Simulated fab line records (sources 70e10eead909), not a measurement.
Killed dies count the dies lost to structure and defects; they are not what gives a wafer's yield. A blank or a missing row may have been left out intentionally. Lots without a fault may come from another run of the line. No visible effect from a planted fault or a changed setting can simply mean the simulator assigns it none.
Chamber matching :: flow nandHarc :: rieDiel-06 running NHARC_A_CHANNEL_FILL_D2_ETCHBACK_20: 4 sister chambers
The step etches the open film in C4F8/O2/Ar, target depth 27 nm, time 13.5 s. 4 wafers are shown with their chamber, then 9 later ones without.

EACH WAFER AND ITS CHAMBER
wafer: L082.3
chamber: 1
rfVppV (V): 975

wafer: L086.6
chamber: 2
rfVppV (V): 989

wafer: L087.2
chamber: 3
rfVppV (V): 987

wafer: L087.6
chamber: 0
rfVppV (V): 984

WAFERS WITH NO CHAMBER GIVEN
wafer: L089.3
rfVppV (V): 988

wafer: L089.4
rfVppV (V): 975

wafer: L089.5
rfVppV (V): 987

wafer: L094.4
rfVppV (V): 988

wafer: L094.5
rfVppV (V): 975

wafer: L094.6
rfVppV (V): 986

wafer: L097.1
rfVppV (V): 986

wafer: L097.3
rfVppV (V): 983

wafer: L097.5
rfVppV (V): 989

WHICH CHAMBER EACH WENT THROUGH
wafer: L089.3
from the rows above: can't be placed: 2 or 3
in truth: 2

wafer: L089.4
from the rows above: 1
in truth: 1

wafer: L089.5
from the rows above: 3
in truth: 3

wafer: L094.4
from the rows above: can't be placed: 2 or 3
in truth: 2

wafer: L094.5
from the rows above: 1
in truth: 1

wafer: L094.6
from the rows above: can't be placed: 3 or 0
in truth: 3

wafer: L097.1
from the rows above: can't be placed: 3 or 0
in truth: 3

wafer: L097.3
from the rows above: 0
in truth: 0

wafer: L097.5
from the rows above: 2
in truth: 2
Correctly placed: 5 of 9. These rows do not allow placing 4 (true chamber among the candidates in 4). Wrongly placed: 0.
How it was worked out, from the rows above alone: a wafer's distance from a chamber is the root of the sum, over the readings, of the square of ((its reading less the chamber's mean) divided by the reading's scatter). If the next closest chamber is less than 2 further off than the closest, the wafer can't be placed; otherwise it belongs to the closest. For every chamber, the mean is computed from those of its wafers that are shown. The scatter (one wafer shown for each chamber): square how far every hidden wafer sits from the nearest shown wafer, average those squares and take the square root.
